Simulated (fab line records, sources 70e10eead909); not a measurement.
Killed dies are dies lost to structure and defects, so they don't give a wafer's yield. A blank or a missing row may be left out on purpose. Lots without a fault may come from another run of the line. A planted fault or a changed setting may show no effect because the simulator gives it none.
fab line records | flow nand_harc
record lots=5 wafers=15 last_day=31
route steps=1302 shown A_CONTACT@995
lots that met no fault: from a run of the same line without faults
start_h: hours from the record's first day to the start of the lot's first wafer shown | wait_h: hours since the lot's step before | " the same as in the row above | L1.1+2: a row that stands for several wafers | - no value, or no start given | * or withheld: withheld | < > ~ a bound
route shown NAME@n: a module of which the file shows steps, and the number in the route of the first | usual: mean/standard deviation of fault-free wafers | same: alike in all rows | chamber/n: place in a boat | sites: the reading at each site | _std_site: their standard deviation | _edge_site: outer sites' mean less inner sites' | radius_mm: how far each site lies from the wafer's centre | mask NAME#n: copy n | behind: the tool/chamber that last shaped the wafer | hold: why the lot was held/for how many hours/how that ended | device: the transistor (n, p or np) that didn't switch | end of line: the same wafers' tests at the end of the route | a step without rows: its recipe alone | killed: dies lost to structure and defects at the first sort, not the wafer's yield | map: a wafer's dies, x killed, . not, _ none there
set.NAME: the setting as run; set.NAME@STEP: as run at that earlier step | model.NAME: the simulator's own value behind a step, which no gauge read
lots at some steps of the route; a table a step, a row a wafer
services: from which hour (start_h, from the record's first day; less than 0 if before it) a tool's chamber was out of use, for how many hours, and why
## steps
# step NHARC_A_CONTACT_PEB_40
# recipe peb_temp_c=100 peb_time_s=65
# columns lot.wafer tool chamber start_h wait_h
L074.3+5+6 litho_track-01 0 478.65 0.0
L086.1+2+4 litho_track-01 0 619.14 0.1
L088.1+2+3 litho_track-06 0 644.13 0.1
L093.4+5+6 litho_track-06 0 678.04 0.0
L094.3+5+6 litho_track-06 0 678.34 0.0
# step NHARC_A_CONTACT_DEVELOP_41
# recipe develop_time_s=35 dev_temp_c=23
# columns lot.wafer tool chamber start_h wait_h
L074.3+5+6 litho_track-01 0 - -
L086.1+2+4 litho_track-01 0 - -
L088.1+2+3 litho_track-06 0 - -
L093.4+5+6 litho_track-06 0 - -
L094.3+5+6 litho_track-06 0 - -
# step NHARC_A_CONTACT_CD_MEAS_42
# recipe target_cd_nm=300 landing_energy_ev=500
# usual cd_nm=300.1/0.54
# columns lot.wafer tool chamber start_h wait_h cd_nm
L074.3 cd_sem-03 0 478.73 - 299.9
L074.5 " 0 " " 300.1
L074.6 " 0 " " 299.8
L086.1 cd_sem-01 0 619.22 - 301.0
L086.2 " 0 " " 300.5
L086.4 " 0 " " 300.5
L088.1 cd_sem-03 0 644.21 - 299.1
L088.2 " 0 " " 299.5
L088.3 " 0 " " 299.2
L093.4 cd_sem-02 0 678.13 - 299.3
L093.5 " 0 " " 299.7
L093.6 " 0 " " 299.8
L094.3 cd_sem-03 0 678.42 - 300.2
L094.5 " 0 " " 301.0
L094.6 " 0 " " 300.6
# step NHARC_A_CONTACT_OVL_MEAS_43
# usual overlay_x_nm=0.1/0.94 overlay_y_nm=-0.2/0.8
# columns lot.wafer tool chamber start_h wait_h overlay_x_nm overlay_y_nm
L074.3 overlay-02 - 478.82 - -1.4 0.7
L074.5 " - " " -1.1 0.5
L074.6 " - " " -1.3 1.2
L086.1 overlay-02 - 619.31 - 0.6 -0.6
L086.2 " - " " 0.4 -1.1
L086.4 " - " " 0.4 -1.0
L088.1 overlay-01 - 644.30 - 0.6 0.3
L088.2 " - " " 0.7 0.4
L088.3 " - " " 0.7 0.1
L093.4 overlay-01 - 678.21 - -1.5 0.3
L093.5 " - " " -1.4 0.7
L093.6 " - " " -1.3 0.2
L094.3 overlay-02 - 678.51 - 0.0 -0.2
L094.5 " - " " 0.4 -0.4
L094.6 " - " " 0.3 0.0
# step NHARC_A_CONTACT_INSPECT_44
# usual raw_defect_count=78/40
# columns lot.wafer tool chamber start_h wait_h raw_defect_count
L074.3 defect_inspect-02 - 478.86 0.0 68
L074.5 " - " " 49
L074.6 " - " " 52
L086.1 defect_inspect-02 - 619.35 0.0 21
L086.2 " - " " 17
L086.4 " - " " 21
L088.1 defect_inspect-01 - 644.34 0.0 56
L088.2 " - " " 63
L088.3 " - " " 63
L093.4 defect_inspect-01 - 678.25 0.0 69
L093.5 " - " " 70
L093.6 " - " " 61
L094.3 defect_inspect-01 - 678.55 0.0 110
L094.5 " - " " 114
L094.6 " - " " 124
# step NHARC_A_CONTACT_DESCUM_47
# recipe time_s=3 o2_flow_sccm=200 ar_flow_sccm=0 bias_power_w=0 chemistry=O2
# usual drypump_motor_current_A=5.8/0.36 oes_product_au=1.003/0.011 rf_vpp_V=57.8/0.91 showerhead_plenum_p_Torr=1.95/0.094 throttle_valve_pct=11.310/0.0093
# same bias_power_w=0
# columns lot.wafer tool chamber start_h wait_h drypump_motor_current_A oes_product_au rf_hours_counter_h rf_vpp_V showerhead_plenum_p_Torr throttle_valve_pct
L074.3 rie_diel-06 3 478.93 0.1 5.9 1.006 51 57.5 1.84 11.308
L074.6 " 1 " " 5.7 0.984 - 56.5 1.90 11.298
L074.5 " 2 " " 5.0 1.006 - 59.0 2.04 11.306
L086.1 rie_diel-05 2 619.41 0.1 5.7 1.015 2 57.0 2.07 11.309
L086.2 " 3 " " 5.8 1.000 2 57.8 1.94 11.302
L086.4 " 0 " " 5.5 1.003 2 59.3 2.03 11.301
L088.3 rie_diel-05 2 644.40 0.1 5.7 1.002 9 57.8 2.06 11.305
L088.2 " 3 " " 5.8 1.008 7 56.0 1.94 11.309
L088.1 " 0 " " 5.4 1.011 8 57.0 2.03 11.319
L093.4 rie_diel-06 1 678.32 0.1 5.7 1.001 2 56.1 1.88 11.309
L093.5 " 3 " " 5.9 1.001 - 56.0 1.82 11.314
L093.6 " 0 " " 5.6 1.008 - 58.3 1.81 11.312
L094.3 rie_diel-05 2 678.62 0.1 5.7 0.991 17 59.2 2.06 11.313
L094.6 " 0 " " 5.5 1.007 - 58.7 2.02 11.324
L094.5 " 1 " " 6.6 0.991 - 58.9 2.01 11.303
# step NHARC_A_CONTACT_ETCH_48
# recipe target_depth_a=390 over_etch_frac=0.3 time_s=65 ion_energy_ev=80 cf4_flow_sccm=150 ar_flow_sccm=0 rf_w=300 bias_w=100 chemistry=CF4
# usual drypump_motor_current_A=5.8/0.38 oes_product_au=1.003/0.0095 rf_vpp_V=151.8/1.3 showerhead_plenum_p_Torr=1.81/0.076 throttle_valve_pct=13.285/0.0084
# columns lot.wafer tool chamber start_h wait_h drypump_motor_current_A oes_product_au rf_hours_counter_h rf_vpp_V showerhead_plenum_p_Torr throttle_valve_pct
L074.3 rie_diel-06 2 479.01 0.1 5.0 0.995 50 152.5 1.88 13.282
L074.6 " 1 " " 5.7 1.007 - 150.8 1.76 13.281
L074.5 " 2 " " 5.0 0.998 - 153.4 1.88 13.281
L086.2 rie_diel-05 1 619.49 0.1 6.6 0.998 2 151.4 1.86 13.303
L086.1 " 2 " " 5.8 1.008 2 153.5 1.90 13.285
L086.4 " 3 " " 5.8 1.000 2 152.2 1.79 13.297
L088.1 rie_diel-05 3 644.49 0.1 5.9 1.013 7 152.6 1.79 13.292
L088.2 " 0 " " 5.5 1.006 8 153.0 1.87 13.269
L088.3 " 1 " " 6.6 0.993 9 153.0 1.86 13.288
L093.4 rie_diel-06 3 678.41 0.1 5.9 0.994 2 151.6 1.69 13.281
L093.5 " 0 " " 5.6 1.016 - 150.0 1.68 13.274
L093.6 " 1 " " 5.7 1.001 - 152.7 1.74 13.284
L094.3 rie_diel-05 3 678.70 0.1 5.9 1.003 14 152.9 1.79 13.280
L094.6 " 2 " " 5.7 1.004 - 151.7 1.90 13.289
L094.5 " 3 " " 5.9 0.995 - 151.0 1.79 13.269
# step NHARC_A_CONTACT_ETCH_49
# recipe target_depth_a=2600 over_etch_frac=0.3 time_s=475.3 ion_energy_ev=200 n2_flow_sccm=150 h2_flow_sccm=150 ar_flow_sccm=0 rf_w=400 bias_w=150 chemistry=N2/H2
# usual drypump_motor_current_A=5.8/0.38 h2_flow_sccm=150.1/0.47 oes_product_au=1.001/0.01 rf_vpp_V=431.9/2.8 showerhead_plenum_p_Torr=2.09/0.1 throttle_valve_pct=14.171/0.0087
# columns lot.wafer tool chamber start_h wait_h drypump_motor_current_A h2_flow_sccm oes_product_au rf_hours_counter_h rf_vpp_V showerhead_plenum_p_Torr throttle_valve_pct
L074.3 rie_diel-06 1 - - 5.7 149.5 0.993 45 429.4 2.03 14.160
L074.5 " 2 " " 5.0 150.3 1.004 - 433.8 2.18 14.156
L074.6 " 3 " " 5.9 150.6 1.008 - 429.6 1.96 14.157
L086.1 rie_diel-05 3 - - 5.9 149.7 0.995 2 432.7 2.07 14.166
L086.2 " 0 " " 5.4 149.2 0.997 2 434.3 2.16 14.152
L086.4 " 1 " " 6.6 149.8 0.995 2 433.3 2.15 14.164
L088.1 rie_diel-05 1 - - 6.6 150.3 1.003 9 434.0 2.15 14.188
L088.3 " 2 " " 5.7 149.7 1.008 9 434.3 2.21 14.161
L088.2 " 0 " " 5.5 150.4 1.003 8 432.5 2.16 14.174
L093.4 rie_diel-06 3 - - 5.9 149.5 1.002 2 427.4 1.94 14.178
L093.6 " 0 " " 5.6 149.9 1.009 - 428.2 1.93 14.173
L093.5 " 1 " " 5.7 150.3 0.995 - 430.6 2.01 14.180
L094.3 rie_diel-05 0 - - 5.5 150.2 0.997 14 434.8 2.16 14.176
L094.6 " 2 " " 5.7 149.7 0.998 - 434.4 2.20 14.178
L094.5 " 3 " " 5.9 149.3 0.996 - 429.0 2.07 14.158
# step NHARC_A_CONTACT_ETCH_50
# recipe target_depth_a=1210 time_s=60.5 cf4_flow_sccm=100 chf3_flow_sccm=30 ar_flow_sccm=0 rf_w=500 bias_w=200 chemistry=CF4/CHF3
# usual drypump_motor_current_A=5.8/0.38 oes_product_au=0.954/0.023 rf_vpp_V=371.8/2.5 showerhead_plenum_p_Torr=1.61/0.071 throttle_valve_pct=16.801/0.0092
# columns lot.wafer tool chamber start_h wait_h drypump_motor_current_A oes_product_au rf_hours_counter_h rf_vpp_V showerhead_plenum_p_Torr throttle_valve_pct
L074.3 rie_diel-06 1 - - 5.7 0.938 45 370.3 1.57 16.798
L074.5 " 2 " " 5.0 0.930 - 373.1 1.67 16.803
L074.6 " 3 " " 5.9 0.928 - 369.5 1.52 16.782
L086.2 rie_diel-05 3 - - 5.9 0.933 3 371.5 1.60 16.806
L086.4 " 0 " " 5.4 0.947 3 373.1 1.66 16.800
L086.1 " 1 " " 6.6 0.949 2 372.7 1.65 16.793
L088.2 rie_diel-05 3 - - 5.8 0.963 7 371.3 1.59 16.800
L088.3 " 0 " " 5.4 0.989 8 375.9 1.66 16.807
L088.1 " 1 " " 6.6 0.981 10 372.5 1.65 16.809
L093.4 rie_diel-06 1 - - 5.7 0.996 2 370.7 1.55 16.817
L093.5 " 3 " " 5.9 0.955 - 369.1 1.50 16.797
L093.6 " 0 " " 5.6 0.978 - 368.8 1.49 16.790
L094.3 rie_diel-05 3 - - 5.8 0.979 15 370.7 1.59 16.796
L094.5 " 1 " " 6.6 0.951 - 373.1 1.65 16.813
L094.6 " 2 " " 5.7 0.978 - 374.6 1.69 16.804
# step NHARC_A_CONTACT_ETCH_51
# recipe target_depth_a=70000 over_etch_frac=0.3 time_s=1820 ion_energy_ev=150 o2_flow_sccm=400 cos_flow_sccm=20 ar_flow_sccm=0 rf_w=500 bias_w=300 chemistry=O2/COS
# usual drypump_motor_current_A=5.8/0.41 oes_product_au=1.001/0.01 rf_vpp_V=315.3/2.1 showerhead_plenum_p_Torr=3.19/0.14 throttle_valve_pct=28.329/0.0091
# columns lot.wafer tool chamber start_h wait_h drypump_motor_current_A oes_product_au rf_hours_counter_h rf_vpp_V showerhead_plenum_p_Torr throttle_valve_pct
L074.3 rie_diel-06 1 - - 5.7 1.012 45 312.7 3.11 28.341
L074.6 " 0 " " 5.6 1.011 - 313.7 2.99 28.335
L074.5 " 1 " " 5.7 1.006 - 314.9 3.11 28.335
L086.2 rie_diel-05 2 - - 5.7 1.009 2 316.6 3.36 28.335
L086.1 " 3 " " 5.9 1.014 3 317.4 3.17 28.337
L086.4 " 0 " " 5.5 0.999 3 317.3 3.30 28.336
L088.3 rie_diel-05 1 - - 6.6 0.997 10 317.0 3.28 28.323
L088.1 " 3 " " 5.9 0.996 8 315.3 3.16 28.324
L088.2 " 0 " " 5.5 1.008 8 316.7 3.30 28.334
L093.4 rie_diel-06 3 - - 5.9 0.994 2 313.1 2.98 28.329
L093.6 " 1 " " 5.7 1.001 - 314.1 3.08 28.326
L093.5 " 2 " " 5.1 0.995 - 316.8 3.28 28.338
L094.3 rie_diel-05 2 - - 5.7 1.002 18 318.2 3.35 28.329
L094.6 " 3 " " 5.9 1.003 - 314.3 3.16 28.310
L094.5 " 0 " " 5.5 1.002 - 315.4 3.29 28.336
# step NHARC_A_CONTACT_ETCH_111
# recipe source_w=withheld pressure_mtorr=20 bias_v=withheld time_s=140 target_depth_a=7000 ar_flow_sccm=withheld c4f8_flow_sccm=withheld o2_flow_sccm=withheld chemistry=C4F8/O2/Ar
# columns lot.wafer tool chamber start_h wait_h rf_hours_counter_h
L074.3 har_cap_etch-03 0 480.83 - -
L074.5 " 0 " " -
L074.6 " 1 " " -
L086.2 har_cap_etch-03 1 621.24 - 62
L086.1 " 0 " " 62
L086.4 " 0 " " -
L088.2 har_cap_etch-03 1 646.23 - 68
L088.1 " 0 " " 68
L088.3 " 1 " " -
L093.4 har_cap_etch-03 1 680.22 - -
L093.5 " 0 " " -
L093.6 " 1 " " -
L094.3 har_cap_etch-01 0 680.53 - -
L094.5 " 0 " " -
L094.6 " 1 " " -
# step NHARC_A_CONTACT_ETCH_112
# recipe source_w=withheld pressure_mtorr=20 bias_v=3000 time_s=190 target_depth_a=18500 ar_flow_sccm=withheld c4f8_flow_sccm=withheld o2_flow_sccm=withheld chemistry=C4F8/O2/Ar
# columns lot.wafer tool chamber start_h wait_h rf_hours_counter_h
L074.3 har_cap_etch-03 0 481.02 0.2 -
L074.5 " 0 " " -
L074.6 " 1 " " -
L086.2 har_cap_etch-03 1 621.44 0.2 63
L086.1 " 0 " " 63
L086.4 " 0 " " -
L088.2 har_cap_etch-03 1 646.43 0.2 68
L088.1 " 0 " " 68
L088.3 " 1 " " -
L093.4 har_cap_etch-03 1 680.41 0.2 -
L093.5 " 0 " " -
L093.6 " 1 " " -
L094.3 har_cap_etch-01 0 680.77 0.2 -
L094.5 " 0 " " -
L094.6 " 1 " " -
# step NHARC_A_CONTACT_ETCH_113
# recipe source_w=withheld pressure_mtorr=20 bias_v=3000 time_s=190 target_depth_a=18500 ar_flow_sccm=withheld c4f8_flow_sccm=withheld o2_flow_sccm=withheld chemistry=C4F8/O2/Ar
# columns lot.wafer tool chamber start_h wait_h rf_hours_counter_h
L074.3 har_cap_etch-03 0 481.19 0.1 -
L074.5 " 0 " " -
L074.6 " 1 " " -
L086.2 har_cap_etch-03 1 621.61 0.1 63
L086.1 " 0 " " 63
L086.4 " 0 " " -
L088.2 har_cap_etch-03 1 646.60 0.1 69
L088.1 " 0 " " 69
L088.3 " 1 " " -
L093.4 har_cap_etch-03 1 680.58 0.1 -
L093.5 " 0 " " -
L093.6 " 1 " " -
L094.3 har_cap_etch-01 0 680.94 0.1 -
L094.5 " 0 " " -
L094.6 " 1 " " -
# step NHARC_A_CONTACT_ETCH_114
# recipe source_w=withheld pressure_mtorr=20 bias_v=3000 time_s=190 target_depth_a=18500 ar_flow_sccm=withheld c4f8_flow_sccm=withheld o2_flow_sccm=withheld chemistry=C4F8/O2/Ar
# columns lot.wafer tool chamber start_h wait_h rf_hours_counter_h
L074.3 har_cap_etch-03 0 481.37 0.1 -
L074.5 " 0 " " -
L074.6 " 1 " " -
L086.2 har_cap_etch-03 1 621.78 0.1 63
L086.1 " 0 " " 63
L086.4 " 0 " " -
L088.2 har_cap_etch-03 1 646.78 0.1 69
L088.1 " 0 " " 69
L088.3 " 1 " " -
L093.4 har_cap_etch-03 1 680.75 0.1 -
L093.5 " 0 " " -
L093.6 " 1 " " -
L094.3 har_cap_etch-01 0 681.11 0.1 -
L094.5 " 0 " " -
L094.6 " 1 " " -
# step NHARC_A_CONTACT_ETCH_115
# recipe source_w=withheld pressure_mtorr=20 bias_v=3000 time_s=190 target_depth_a=18500 ar_flow_sccm=withheld c4f8_flow_sccm=withheld o2_flow_sccm=withheld chemistry=C4F8/O2/Ar
# columns lot.wafer tool chamber start_h wait_h rf_hours_counter_h
L074.3 har_cap_etch-03 0 481.54 0.1 -
L074.5 " 0 " " -
L074.6 " 1 " " -
L086.2 har_cap_etch-03 1 621.95 0.1 63
L086.1 " 0 " " 63
L086.4 " 0 " " -
L088.2 har_cap_etch-03 1 646.95 0.1 69
L088.1 " 0 " " 69
L088.3 " 1 " " -
L093.4 har_cap_etch-03 1 680.92 0.1 -
L093.5 " 0 " " -
L093.6 " 1 " " -
L094.3 har_cap_etch-01 0 681.27 0.1 -
L094.5 " 0 " " -
L094.6 " 1 " " -
# step NHARC_A_CONTACT_ETCH_116
# recipe source_w=withheld pressure_mtorr=20 bias_v=3000 time_s=190 target_depth_a=18500 ar_flow_sccm=withheld c4f8_flow_sccm=withheld o2_flow_sccm=withheld chemistry=C4F8/O2/Ar
# columns lot.wafer tool chamber start_h wait_h rf_hours_counter_h
L074.3 har_cap_etch-03 0 481.71 0.1 -
L074.5 " 0 " " -
L074.6 " 1 " " -
L086.2 har_cap_etch-03 1 622.12 0.1 63
L086.1 " 0 " " 63
L086.4 " 0 " " -
L088.2 har_cap_etch-03 1 647.12 0.1 69
L088.1 " 0 " " 69
L088.3 " 1 " " -
L093.4 har_cap_etch-03 1 681.10 0.1 -
L093.5 " 0 " " -
L093.6 " 1 " " -
L094.3 har_cap_etch-01 0 681.44 0.1 -
L094.5 " 0 " " -
L094.6 " 1 " " -
# step NHARC_A_CONTACT_ETCH_117
# recipe source_w=withheld pressure_mtorr=20 bias_v=3000 time_s=190 target_depth_a=18500 ar_flow_sccm=withheld c4f8_flow_sccm=withheld o2_flow_sccm=withheld chemistry=C4F8/O2/Ar
# columns lot.wafer tool chamber start_h wait_h rf_hours_counter_h
L074.3 har_cap_etch-03 0 481.88 0.1 -
L074.5 " 0 " " -
L074.6 " 1 " " -
L086.2 har_cap_etch-03 1 622.29 0.1 63
L086.1 " 0 " " 63
L086.4 " 0 " " -
L088.2 har_cap_etch-03 1 647.29 0.1 69
L088.1 " 0 " " 69
L088.3 " 1 " " -
L093.4 har_cap_etch-03 1 681.27 0.1 -
L093.5 " 0 " " -
L093.6 " 1 " " -
L094.3 har_cap_etch-01 0 681.61 0.1 -
L094.5 " 0 " " -
L094.6 " 1 " " -
# step NHARC_A_CONTACT_ETCH_118
# recipe source_w=withheld pressure_mtorr=20 bias_v=3000 time_s=190 target_depth_a=18500 ar_flow_sccm=withheld c4f8_flow_sccm=withheld o2_flow_sccm=withheld chemistry=C4F8/O2/Ar
# columns lot.wafer tool chamber start_h wait_h rf_hours_counter_h
L074.3 har_cap_etch-03 0 482.05 0.1 -
L074.5 " 0 " " -
L074.6 " 1 " " -
L086.2 har_cap_etch-03 1 622.46 0.1 63
L086.1 " 0 " " 63
L086.4 " 0 " " -
L088.2 har_cap_etch-03 1 647.46 0.1 69
L088.1 " 0 " " 69
L088.3 " 1 " " -
L093.4 har_cap_etch-03 1 681.44 0.1 -
L093.5 " 0 " " -
L093.6 " 1 " " -
L094.3 har_cap_etch-01 0 681.78 0.1 -
L094.5 " 0 " " -
L094.6 " 1 " " -
# step NHARC_A_CONTACT_ETCH_119
# recipe source_w=withheld pressure_mtorr=20 bias_v=3000 time_s=190 target_depth_a=18500 ar_flow_sccm=withheld c4f8_flow_sccm=withheld o2_flow_sccm=withheld chemistry=C4F8/O2/Ar
# columns lot.wafer tool chamber start_h wait_h rf_hours_counter_h
L074.3 har_cap_etch-03 0 482.22 0.1 -
L074.5 " 0 " " -
L074.6 " 1 " " -
L086.2 har_cap_etch-03 1 622.63 0.1 64
L086.1 " 0 " " 64
L086.4 " 0 " " -
L088.2 har_cap_etch-03 1 647.63 0.1 70
L088.1 " 0 " " 70
L088.3 " 1 " " -
L093.4 har_cap_etch-03 1 681.61 0.1 -
L093.5 " 0 " " -
L093.6 " 1 " " -
L094.3 har_cap_etch-01 0 681.95 0.1 -
L094.5 " 0 " " -
L094.6 " 1 " " -
# step NHARC_A_CONTACT_ETCH_120
# recipe source_w=withheld pressure_mtorr=20 bias_v=3000 time_s=190 target_depth_a=18500 ar_flow_sccm=withheld c4f8_flow_sccm=withheld o2_flow_sccm=withheld chemistry=C4F8/O2/Ar
# columns lot.wafer tool chamber start_h wait_h rf_hours_counter_h
L074.3 har_cap_etch-03 0 482.39 0.1 -
L074.5 " 0 " " -
L074.6 " 1 " " -
L086.2 har_cap_etch-03 1 622.80 0.1 64
L086.1 " 0 " " 64
L086.4 " 0 " " -
L088.2 har_cap_etch-03 1 647.80 0.1 70
L088.1 " 0 " " 70
L088.3 " 1 " " -
L093.4 har_cap_etch-03 1 681.78 0.1 -
L093.5 " 0 " " -
L093.6 " 1 " " -
L094.3 har_cap_etch-01 0 682.12 0.1 -
L094.5 " 0 " " -
L094.6 " 1 " " -
# step NHARC_A_CONTACT_ETCH_121
# recipe source_w=withheld pressure_mtorr=20 bias_v=3000 time_s=190 target_depth_a=18500 ar_flow_sccm=withheld c4f8_flow_sccm=withheld o2_flow_sccm=withheld chemistry=C4F8/O2/Ar
# columns lot.wafer tool chamber start_h wait_h rf_hours_counter_h
L074.3 har_cap_etch-03 0 482.56 0.1 -
L074.5 " 0 " " -
L074.6 " 1 " " -
L086.2 har_cap_etch-03 1 622.98 0.1 64
L086.1 " 0 " " 64
L086.4 " 0 " " -
L088.2 har_cap_etch-03 1 647.97 0.1 70
L088.1 " 0 " " 70
L088.3 " 1 " " -
L093.4 har_cap_etch-03 1 681.94 0.1 -
L093.5 " 0 " " -
L093.6 " 1 " " -
L094.3 har_cap_etch-01 0 682.29 0.1 -
L094.5 " 0 " " -
L094.6 " 1 " " -
# step NHARC_A_CONTACT_ETCH_122
# recipe source_w=withheld pressure_mtorr=20 bias_v=3000 time_s=190 target_depth_a=18500 ar_flow_sccm=withheld c4f8_flow_sccm=withheld o2_flow_sccm=withheld chemistry=C4F8/O2/Ar
# columns lot.wafer tool chamber start_h wait_h rf_hours_counter_h
L074.3 har_cap_etch-03 0 482.73 0.1 -
L074.5 " 0 " " -
L074.6 " 1 " " -
L086.2 har_cap_etch-03 1 623.15 0.1 64
L086.1 " 0 " " 64
L086.4 " 0 " " -
L088.2 har_cap_etch-03 1 648.14 0.1 70
L088.1 " 0 " " 70
L088.3 " 1 " " -
L093.4 har_cap_etch-03 1 682.11 0.1 -
L093.5 " 0 " " -
L093.6 " 1 " " -
L094.3 har_cap_etch-01 0 682.46 0.1 -
L094.5 " 0 " " -
L094.6 " 1 " " -
# step NHARC_A_CONTACT_ETCH_123
# recipe source_w=withheld pressure_mtorr=20 bias_v=400 time_s=490 target_depth_a=21100 ar_flow_sccm=withheld c4f8_flow_sccm=11.5 o2_flow_sccm=7.2 chemistry=C4F8/O2/Ar
# columns lot.wafer tool chamber start_h wait_h rf_hours_counter_h
L074.3 har_cap_etch-03 0 483.02 0.3 -
L074.5 " 0 " " -
L074.6 " 1 " " -
L086.2 har_cap_etch-03 1 623.32 0.1 64
L086.1 " 0 " " 64
L086.4 " 0 " " -
L088.2 har_cap_etch-03 1 648.31 0.1 70
L088.1 " 0 " " 70
L088.3 " 1 " " -
L093.4 har_cap_etch-03 1 682.46 0.3 -
L093.5 " 0 " " -
L093.6 " 1 " " -
L094.3 har_cap_etch-01 0 682.75 0.3 -
L094.5 " 0 " " -
L094.6 " 1 " " -
# step NHARC_A_CONTACT_ETCH_90
# recipe target_depth_a=400 over_etch_frac=0.5 time_s=85.7 ion_energy_ev=120 ch3f_flow_sccm=50 o2_flow_sccm=30 ar_flow_sccm=200 rf_w=500 bias_w=100 chemistry=CH3F/O2
# usual drypump_motor_current_A=5.8/0.37 oes_product_au=0.96/0.036 rf_vpp_V=245.5/1.5 showerhead_plenum_p_Torr=2.54/0.096 throttle_valve_pct=20.662/0.0091
# columns lot.wafer tool chamber start_h wait_h drypump_motor_current_A oes_product_au rf_hours_counter_h rf_vpp_V showerhead_plenum_p_Torr throttle_valve_pct
L074.3 rie_diel-12 0 483.87 0.8 5.9 0.99 10 248.1 2.63 20.670
L074.5 " 1 " " 5.8 0.97 - 244.1 2.53 20.668
L074.6 " 2 " " 6.2 1.02 - 243.4 2.35 20.662
L086.4 rie_diel-05 2 624.29 0.6 5.7 0.94 4 246.2 2.65 20.668
L086.1 " 3 " " 5.8 0.93 4 244.0 2.49 20.668
L086.2 " 0 " " 5.4 0.93 4 247.1 2.60 20.665
L088.3 rie_diel-05 1 649.29 0.7 6.5 0.93 11 246.2 2.58 20.648
L088.1 " 2 " " 5.7 0.93 11 246.7 2.64 20.672
L088.2 " 3 " " 5.9 0.93 9 244.1 2.49 20.673
L093.4 rie_diel-12 3 683.17 0.6 5.8 0.98 15 246.7 2.63 20.674
L093.5 " 3 " " 5.8 0.97 - 247.2 2.63 20.662
L093.6 " 0 " " 5.9 0.95 - 247.2 2.61 20.654
L094.3 rie_diel-06 0 683.60 0.8 5.6 1.01 3 244.4 2.33 20.657
L094.6 " 1 " " 5.7 1.01 - 243.2 2.42 20.659
L094.5 " 2 " " 5.0 1.01 - 246.6 2.59 20.657
# step NHARC_A_CONTACT_ETCH_96
# recipe target_depth_a=200 over_etch_frac=0.5 time_s=10 ion_energy_ev=250 c4f6_flow_sccm=25 o2_flow_sccm=20 ar_flow_sccm=500 rf_w=600 bias_w=500 chemistry=C4F6/O2
# usual drypump_motor_current_A=5.9/0.41 oes_product_au=0.975/0.027 rf_vpp_V=550/3.1 showerhead_plenum_p_Torr=4.06/0.15 throttle_valve_pct=26.903/0.01
# columns lot.wafer tool chamber start_h wait_h drypump_motor_current_A oes_product_au rf_hours_counter_h rf_vpp_V showerhead_plenum_p_Torr throttle_valve_pct
L074.3 rie_diel-12 0 - - 5.9 0.996 10 551 4.18 26.905
L074.6 " 1 " " 5.8 0.988 - 550 4.04 26.895
L074.5 " 2 " " 6.2 1.027 - 543 3.76 26.901
L086.4 rie_diel-05 0 - - 5.5 0.956 4 552 4.14 26.896
L086.2 " 1 " " 6.6 0.938 4 551 4.11 26.896
L086.1 " 2 " " 5.8 0.952 4 551 4.21 26.899
L088.1 rie_diel-05 0 - - 5.5 0.961 9 550 4.13 26.918
L088.3 " 2 " " 5.8 0.951 11 552 4.20 26.899
L088.2 " 3 " " 5.9 0.952 9 548 3.97 26.900
L093.4 rie_diel-12 0 - - 5.9 0.960 17 551 4.15 26.882
L093.5 " 3 " " 5.8 0.987 - 553 4.18 26.914
L093.6 " 0 " " 5.9 0.961 - 552 4.15 26.894
L094.3 rie_diel-06 0 - - 5.6 1.008 3 543 3.73 26.918
L094.5 " 1 " " 5.7 1.002 - 545 3.87 26.903
L094.6 " 2 " " 5.0 1.015 - 551 4.12 26.903
# step NHARC_A_CONTACT_CD_MEAS_53
# usual cd_nm=289.5/0.88
# columns lot.wafer tool chamber start_h wait_h cd_nm
L074.3 cd_sem-01 - 484.05 - 288.9
L074.5 " - " " 288.5
L074.6 " - " " 288.1
L086.1 cd_sem-02 - 624.51 - 290.0
L086.2 " - " " 290.8
L086.4 " - " " 291.0
L088.1 cd_sem-02 - 649.49 - 289.9
L088.2 " - " " 289.5
L088.3 " - " " 289.5
L093.4 cd_sem-02 - 683.40 - 289.8
L093.5 " - " " 289.7
L093.6 " - " " 289.7
L094.3 cd_sem-01 - 683.78 - 289.5
L094.5 " - " " 289.7
L094.6 " - " " 289.5
# step NHARC_A_CONTACT_STRIP_99
# recipe n2_flow_sccm=150 h2_flow_sccm=150 ar_flow_sccm=0 bias_w=0 chemistry=N2/H2
# columns lot.wafer tool chamber start_h wait_h
L074.3+6+5 rie_diel-05 0,1,2 484.15 0.1
L086.1+2+4 rie_diel-05 0,1,2 624.59 0.1
L088.3+1+2 rie_diel-05 2,3,0 649.58 0.1
L093.4+5+6 rie_diel-12 0,1,2 683.49 0.1
L094.3+5+6 rie_diel-06 2,0,1 683.87 0.1
# step NHARC_A_CONTACT_STRIP_100
# recipe cf4_flow_sccm=100 chf3_flow_sccm=30 ar_flow_sccm=0 bias_w=0 chemistry=CF4/CHF3
# columns lot.wafer tool chamber start_h wait_h
L074.3+5+6 rie_diel-05 0,1,2 484.22 0.1
L086.1+4+2 rie_diel-05 3,0,1 624.68 0.1
L088.3+1+2 rie_diel-05 3,1,2 649.66 0.1
L093.4+5+6 rie_diel-12 0,1,2 683.57 0.1
L094.3+5+6 rie_diel-06 0,1,2 683.95 0.1
# step NHARC_A_CONTACT_STRIP_101
# recipe o2_flow_sccm=400 cos_flow_sccm=20 ar_flow_sccm=0 bias_w=0 chemistry=O2/COS
# columns lot.wafer tool chamber start_h wait_h
L074.3+6+5 rie_diel-05 3,3,0 484.28 0.0
L086.4+2+1 rie_diel-05 2,0,1 624.81 0.1
L088.1+3+2 rie_diel-05 1,2,3 649.73 0.1
L093.4+5+6 rie_diel-12 3,0,1 683.63 0.1
L094.3+6+5 rie_diel-06 1,3,0 684.01 0.1
## services
# columns tool chamber start_h hours kind
rie_diel-05 1 464.61 10.0 repair
rie_diel-05 0 464.68 - clean
rie_diel-05 2 464.68 - clean
rie_diel-05 3 464.68 - clean
rie_diel-12 1 466.41 5.9 repair
rie_diel-06 - 484.22 9.0 pm
rie_diel-05 0 489.18 - clean
rie_diel-05 1 489.18 - clean
rie_diel-05 2 489.18 - clean
rie_diel-05 3 489.18 - clean
rie_diel-06 3 496.22 11.6 repair
har_cap_etch-01 - 499.04 17.0 pm
litho_track-01 - 505.00 7.0 pm
rie_diel-05 0 513.68 - clean
rie_diel-05 1 513.68 - clean
litho_track-06 - 529.00 7.0 pm
rie_diel-05 - 552.11 0.1 repair
rie_diel-06 3 554.15 5.6 repair
rie_diel-05 - 583.82 9.0 pm
har_cap_etch-03 - 596.57 0.5 repair
rie_diel-12 - 622.92 9.0 pm
rie_diel-06 - 661.27 9.0 pm
rie_diel-05 1 666.27 8.2 repair
litho_track-01 - 680.00 7.0 pm
## key
fault none
